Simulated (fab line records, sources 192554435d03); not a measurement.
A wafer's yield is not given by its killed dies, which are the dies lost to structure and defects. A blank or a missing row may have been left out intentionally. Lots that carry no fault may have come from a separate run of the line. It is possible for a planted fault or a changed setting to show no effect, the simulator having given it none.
Split-lot trial -- flow n5-finfet -- 21 wafers read across 7 lots, on a route 1938 steps long

== THE SPLIT ITSELF ==
At N5_BEOL_M11_VIA_ETCH_34 (etches SiCOH lowk in C4F6/O2, target depth 184.5 nm, time 69.2 s), the setting time-s was moved away from the recipe's 69.2 s on 4 of the 21 wafers read, by +6.2% to +15.0%. The other wafers ran this setting at the recipe's value.

The split's own step is where the reading is taken.

== THE READING ==
etch.depth-nm (the simulator's own value, which no gauge read), in nm, at N5_BEOL_M11_VIA_ETCH_34 (etches SiCOH lowk in C4F6/O2, target depth 184.5 nm, time 69.2 s). The file gives no usual value for it. Here, 17 wafers ran the recipe; their average is 184.4 nm with a standard deviation of 1.9 nm.

wafer,"tool, chamber at the split","time-s as run, s",against the recipe,"etch.depth-nm, nm",against lot-mates on the recipe
L074.2,"rie-diel-02, 0",69.2,recipe,186.3,-
L074.4,"rie-diel-02, 2",69.2,recipe,184.7,-
L074.6,"rie-diel-02, 0",69.2,recipe,185.3,-
L076.1,"rie-diel-06, 3",69.2,recipe,182.5,-
L076.4,"rie-diel-06, 1",73.48,+6.2%,194.7,+12.2
L076.6,"rie-diel-06, 3",73.48,+6.2%,194.8,+12.3
L080.1,"rie-diel-02, 0",69.2,recipe,184.5,-
L080.4,"rie-diel-02, 1",69.2,recipe,181.6,-
L080.5,"rie-diel-02, 3",69.2,recipe,181.3,-
L089.1,"rie-diel-03, 0",69.2,recipe,181.9,-
L089.3,"rie-diel-03, 2",69.2,recipe,187,-
L089.5,"rie-diel-03, 2",69.2,recipe,186.9,-
L083.1,"rie-diel-02, 0",69.2,recipe,184.3,-
L083.3,"rie-diel-02, 1",69.2,recipe,184.2,-
L083.5,"rie-diel-02, 1",69.2,recipe,183.3,-
L097.1,"rie-diel-06, 0",69.2,recipe,185.7,-
L097.2,"rie-diel-06, 2",69.2,recipe,182.8,-
L097.5,"rie-diel-06, 1",69.2,recipe,187.6,-
L096.3,"rie-diel-02, 2",69.2,recipe,184.2,-
L096.5,"rie-diel-02, 3",79.58,+15.0%,210.3,+26.1
L096.6,"rie-diel-02, 0",79.58,+15.0%,214.9,+30.7

FIT RESULTS
A straight line over all 21 wafers: etch.depth-nm changes by +1.86 nm for each +1% of time-s; r = +0.98; the points scatter about the line by 2 nm.
The same after taking each lot's own level away (the mean of its wafers on the recipe; 21 wafers): +1.9 nm for each +1%; r = +0.99; scatter 1.6 nm.
That fit puts the effect of the largest move of time-s on the reading at 29 nm.
The span of the lots' own levels, 182.47 to 185.43 nm, comes to 1.6 times the standard deviation stated above.
The two slopes agree, so the slope changes little with the lot-to-lot level.
Check: with one of the wafers moved furthest among these (+15.0%) left out of the fit, the line predicts +30.5 nm for it against its lot-mates. It came out at +26.1 nm against them.

== FILE'S OWN FIT ==
etch.depth-nm changes by +1.91 nm for each +1% of time-s, r = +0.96.
